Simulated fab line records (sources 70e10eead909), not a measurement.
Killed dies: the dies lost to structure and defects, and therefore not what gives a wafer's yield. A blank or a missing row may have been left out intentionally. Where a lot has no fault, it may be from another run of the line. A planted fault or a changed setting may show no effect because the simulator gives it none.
A lot that was struck, set against a sound lot + flow nandHarc + 13 out of 1159 route steps
Sound: these wafers, L819.3, L819.5, L819.6. The struck wafers were L821.1, L821.3, L821.6. Last of all comes the cause.
Each step with rows lists, per side, the tool, then ch with its chambers, then its first start. Under that, the readings that differ: sound wafers + struck wafers + difference of the means + sigmas: that difference in standard deviations of wafers without a fault.
alike: a reading whose means differ by less than 2 such deviations, as well as words and numbers matching on both sides. not compared: withheld readings; readings where some wafer has no value; bounds like >300 that might hide an equal value; numbers whose values overlap and for which the record gives no deviation.
Wherever a step has rows on one side only, a row that says differs or no value, or a row with sigmas, the two part there. When numbers do not overlap yet have no deviation, they are printed without sigmas and do not part them. Lack of a reading on every wafer of one side parts them only where that side has two or more wafers.

first, 1 step without rows for these wafers: NHARC_A_ONON_D1_DEP_00 (target thk 1000 nm).
NHARC_A_ONON_D1_THK_MEAS_02: measures by ellipsometry.
  struck on filmMetro-01, day 10 15:28; sound on filmMetro-02, day 10 15:28
  alike: thkNm
after that, 1 step with no rows for these wafers: NHARC_A_ONON_D1_DEP_03 (target thk 1000 nm).
NHARC_A_ONON_D1_THK_MEAS_05: measures by ellipsometry.
  struck on filmMetro-01, day 10 16:02; sound on filmMetro-01, day 10 16:02
  alike: thkNm
after that, 1 step with no rows for these wafers: NHARC_A_ONON_D1_DEP_06 (target thk 1000 nm).
NHARC_A_ONON_D1_THK_MEAS_08: measures by ellipsometry.
  struck on filmMetro-02, day 10 16:36; sound on filmMetro-01, day 10 16:36
  alike: thkNm
after that, 1 step with no rows for these wafers: NHARC_A_ONON_D1_DEP_09 (target thk 1000 nm).
NHARC_A_ONON_D1_THK_MEAS_11: measures by ellipsometry.
  struck on filmMetro-01, day 10 17:10; sound on filmMetro-02, day 10 17:10
  alike: thkNm
after that, 1 step with no rows for these wafers: NHARC_A_ONON_D1_DEP_12 (target thk 1000 nm).
NHARC_A_ONON_D1_THK_MEAS_14: measures by ellipsometry.
  struck on filmMetro-02, day 10 17:44; sound on filmMetro-01, day 10 17:44
| reading    | sound       | struck         | difference | sigmas |
|------------|-------------|----------------|------------|--------|
| thkNm (nm) | 980 981 979 | 1002 1002 1002 | +22        | +2     |
then, 1 step without rows for these wafers: NHARC_A_ONON_D1_ANNEAL_15 (time 3600 s).
NHARC_A_ONON_D1_DEP_16: target thk 1000 nm.
  struck on pecvdOnon-02, day 11 01:13; sound on pecvdOnon-01 ch 0, day 11 01:20
  no value came back on the struck wafers for n2FlowSccm (sccm), n2oFlowSccm (sccm), sih4FlowSccm (sccm); on the sound wafers n2FlowSccm (sccm) reads 2759 2749 2759
-- break in the record here, with 11 days between the starts of the struck wafers on either side (left off in module A_ONON_D1, picked up again in module END, where the first step shown is number 1159 on the route) --
NHARC_END_SORT_01:
  here the record holds rows for the struck wafers (prober-02 ch 0, day 22 07:50) but none for the sound ones

WHERE THEY PART
Last at NHARC_END_SORT_01 as far as this record goes, first at NHARC_A_ONON_D1_THK_MEAS_14.

WHY: what the simulator had put in
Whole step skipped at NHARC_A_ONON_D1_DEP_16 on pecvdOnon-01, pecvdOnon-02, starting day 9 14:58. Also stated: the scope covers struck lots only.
